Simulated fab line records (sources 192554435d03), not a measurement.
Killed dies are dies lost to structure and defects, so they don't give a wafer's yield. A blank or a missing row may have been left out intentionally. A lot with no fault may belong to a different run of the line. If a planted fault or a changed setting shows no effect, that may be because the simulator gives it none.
Struck lot and sound lot, side by side ; flow n5Finfet ; 16 steps out of a route of 1938
Sound: wafers L830.1, L830.2, L830.5. The struck wafers were L823.3, L823.6. At the end, the cause is stated.
For every step that has rows: the tool of each side, followed by ch and its chambers, followed by its first start. Under that, the readings that differ: sound wafers ; struck wafers ; difference of the means ; sigmas: that difference in standard deviations of wafers without a fault.
alike: a reading whose means differ by less than 2 such deviations, as well as words and numbers matching on both sides. not compared: withheld readings; readings where some wafer has no value; bounds like >300 that might hide an equal value; numbers whose values overlap and for which the record gives no deviation.
Wherever a step has rows on one side only, a row that says differs or no value, or a row with sigmas, the two part there. Non-overlapping numbers with no deviation appear without sigmas and do not part them. A reading that every wafer of one side lacks parts them only if that side has two wafers or more.

first, 6 steps without rows for these wafers: N5_BEOL_M3_COAT_05 (resist thk 30 nm); N5_BEOL_M3_EBR_07; N5_BEOL_M3_SOFTBAKE_06 (time 60 s); N5_BEOL_M3_EXPOSE_08 (exposes mask M3); N5_BEOL_M3_PEB_09 (peb time 60 s); N5_BEOL_M3_DEVELOP_10 (develop time 30 s).
N5_BEOL_M3_CD_MEAS_11 targets a cd of 17.05 nm.
  sound on cdSem-02 ch 0, day 10 16:20; struck on cdSem-01 ch 0, day 9 17:07
  alike: cdNm
N5_BEOL_M3_OVL_MEAS_12:
  sound on overlay-01 ch 0, day 10 16:22; struck on overlay-02 ch 0, day 9 17:09
reading;sound;struck;difference;sigmas
M3_OVL (nm);-0.8 -0.9 -1.1;-0.1 0.7;+1.2;+2
N5_BEOL_M3_INSPECT_13: inspects for defects (brightfield).
  sound: defectInspect-01 at day 10 16:26; struck: defectInspect-02 at day 9 17:12
  alike: rawDefectCount
N5_BEOL_M3_DESCUM_16: chemistry O2, time 7 s.
  sound on rieDiel-06 ch 2,3, day 10 16:28; struck on rieDiel-04 ch 0,3, day 9 17:14
reading;sound;struck;difference;sigmas
throttleValvePct (%);20.07 20.28 20.29;20.70 20.97;+0.62;+2
  alike: chamberPressureMTorr, drypumpMotorCurrentA, oesProductAu, rfVppV, showerheadPlenumPTorr
  not compared: rfHoursCounterH
N5_BEOL_M3_ETCH_74: etches underlayer in N2/H2, target depth 6.5 nm, time 5.2 s.
  sound on rieDiel-06 ch 2,3, day 10 16:30; struck on rieDiel-04 ch 0,3, day 9 17:16
reading;sound;struck;difference;sigmas
etchRfOnTimeS (s);5.14 5.35 5.38;5.13 5.02;-0.22;-2
  alike: chamberPressureMTorr, drypumpMotorCurrentA, oesProductAu, rfVppV, showerheadPlenumPTorr, throttleValvePct
  not compared: rfHoursCounterH
N5_BEOL_M3_ETCH_63: etches SiARC in CF4, target depth 15.6 nm, time 26 s.
  sound on rieDiel-06 ch 2,3, day 10 16:31; struck on rieDiel-04 ch 0,3, day 9 17:17
  alike: chamberPressureMTorr, drypumpMotorCurrentA, etchRfOnTimeS, oesProductAu, rfVppV, showerheadPlenumPTorr, throttleValvePct
  not compared: rfHoursCounterH
N5_BEOL_M3_ETCH_64: etches SOC in N2/H2, target depth 75 nm, overetch 15 nm, time 112.5 s.
  sound on rieDiel-06 ch 2,3, day 10 16:32; struck on rieDiel-04 ch 0,3, day 9 17:19
reading;sound;struck;difference;sigmas
model.SiARC_of_BEOL_M3_COAT_62.thkNm (nm);6.6 7 7;7.4 7.4;+0.5;
  alike: chamberPressureMTorr, drypumpMotorCurrentA, oesProductAu, rfVppV, showerheadPlenumPTorr, throttleValvePct
  not compared: rfHoursCounterH, model.BEOL_M3.cdOffsetNm
then, 1 step without rows for these wafers: N5_BEOL_M3_STRIP_65 (strips in N2/H2).
N5_BEOL_M4_RC_MEAS_101:
  sound on prober-01 ch 0, day 11 14:30; struck on prober-02 ch 0, day 10 08:36
reading;sound;struck;difference;sigmas
DIBL_P (mV/V);35.9 31.1 34.6;38.1 38.9;+4.6;+2
SS_P (mV/dec);73.4 72.0 72.6;74.0 73.9;+1.3;+2
  alike: DIBL_N, IOFF_N, IOFF_P, ION_N, ION_P, SS_N, VT_N, VT_P
-- the record jumps here: 4 days lie between the struck wafers' starts before and after (it left off in module BEOL_M4 and takes up again in module PASSIVATION, whose first step shown is number 1936 of the route) --
N5_PASSIVATION_PROBE_49:
  sound: prober-01 at day 15 20:08; struck: prober-01 at day 14 17:16
reading;sound;struck;difference;sigmas
killedAtOther;1 5 0;15 2;+6;+2
  alike: defectLimitedYield, killed_at_M0_to_M3, killed_at_M4_up, killedAtContacts, killedAtFrontEnd, killedDies, killedOpen, killedShort, sort_bin_5_function, sort_bin_6_memory, sort_bin_8_speed, sortNPass, sortYieldPct

== WHERE THEY PART ==
Last at N5_PASSIVATION_PROBE_49 as far as this record goes, first at N5_BEOL_M3_OVL_MEAS_12.

WHY: what had been put in by the simulator
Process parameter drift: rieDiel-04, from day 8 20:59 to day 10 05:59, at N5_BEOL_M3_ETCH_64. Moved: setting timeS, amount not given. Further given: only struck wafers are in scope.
